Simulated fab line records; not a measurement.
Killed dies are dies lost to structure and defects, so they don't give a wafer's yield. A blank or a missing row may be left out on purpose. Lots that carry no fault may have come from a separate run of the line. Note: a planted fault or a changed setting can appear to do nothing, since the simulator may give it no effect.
Matching of chambers | flow n5_finfet | N5_BEOL_M5_DESCUM_33 on rie_diel-04 has 4 sister chambers
The step chemistry O2, time 7 s. 4 wafers are shown with their chamber, then 12 later ones without.

## WAFERS WITH THEIR CHAMBER
wafer  | chamber | drypump_motor_current_A (A)
L081.1 | 1       | 5.3
L088.1 | 3       | 5.7
L088.4 | 2       | 6.4
L088.5 | 0       | 5.9

## WAFERS MISSING THEIR CHAMBER
wafer  | drypump_motor_current_A (A)
L090.1 | 5.3
L090.3 | 6.4
L090.5 | 6.4
L094.1 | 5.7
L094.5 | 6.4
L094.6 | 5.7
L096.1 | 5.4
L096.5 | 6.3
L096.6 | 5.4
L095.2 | 5.4
L095.4 | 5.7
L095.6 | 5.7

## WHICH CHAMBER EACH WENT THROUGH
wafer  | from the rows above | in truth
L090.1 | 1                   | 1
L090.3 | 2                   | 2
L090.5 | 2                   | 2
L094.1 | 3                   | 3
L094.5 | 2                   | 2
L094.6 | 3                   | 3
L096.1 | 1                   | 1
L096.5 | 2                   | 2
L096.6 | 1                   | 1
L095.2 | 1                   | 1
L095.4 | 3                   | 3
L095.6 | 3                   | 3
Correct placement for 12 of the 12. Not placeable from these rows: 0. Wrongly placed: 0.
How it was worked out, from the rows above alone: a wafer's distance from a chamber is the root of the sum, over the readings, of the square of ((its reading less the chamber's mean) divided by the reading's scatter). The wafer belongs to the nearest chamber; if the next one is less than 2 further off, it can't be placed. Each chamber's mean is taken over the wafers shown for it. The scatter (one wafer shown for each chamber): square how far every hidden wafer sits from the nearest shown wafer, average those squares and take the square root.
